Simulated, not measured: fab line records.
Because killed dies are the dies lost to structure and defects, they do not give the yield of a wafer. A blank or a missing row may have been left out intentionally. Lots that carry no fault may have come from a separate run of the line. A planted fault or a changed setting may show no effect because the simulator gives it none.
Matching of chambers -- flow nandHarc -- NHARC_A_ONON_D2_DEP_33 on pecvd-04: 3 sister chambers
The step deposits SiO2, target thk 200 nm. 3 wafers are shown with their chamber, then 12 later ones without.

== WAFERS WITH THEIR CHAMBER ==
wafer,chamber,heaterPowerW (W)
L085.6,2,756
L088.5,1,465
L088.6,0,664

== WAFERS MISSING THEIR CHAMBER ==
wafer,heaterPowerW (W)
L090.1,744
L090.4,764
L090.5,595
L094.1,712
L094.2,686
L094.5,708
L095.1,700
L095.2,725
L095.5,713
L096.3,487
L096.5,500
L096.6,588

== CHAMBER TAKEN BY EACH ==
wafer,from the rows above,in truth
L090.1,can't be placed: 2 or 0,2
L090.4,2,2
L090.5,can't be placed: 0 or 1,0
L094.1,can't be placed: 2 or 0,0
L094.2,can't be placed: 0 or 2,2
L094.5,can't be placed: 0 or 2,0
L095.1,can't be placed: 0 or 2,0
L095.2,can't be placed: 2 or 0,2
L095.5,can't be placed: 2 or 0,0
L096.3,1,1
L096.5,1,1
L096.6,can't be placed: 0 or 1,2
3 of 12 placed correctly. Not placeable from these rows: 9 (in 8, the candidates include the true chamber). Wrongly placed: 0.
How it was worked out, from the rows above alone: a wafer's distance from a chamber is the root of the sum, over the readings, of the square of ((its reading less the chamber's mean) divided by the reading's scatter). The wafer belongs to the nearest chamber; if the next one is less than 2 further off, it can't be placed. Each chamber's mean is taken over the wafers shown for it. The scatter (one wafer shown for each chamber): square how far every hidden wafer sits from the nearest shown wafer, average those squares and take the square root.
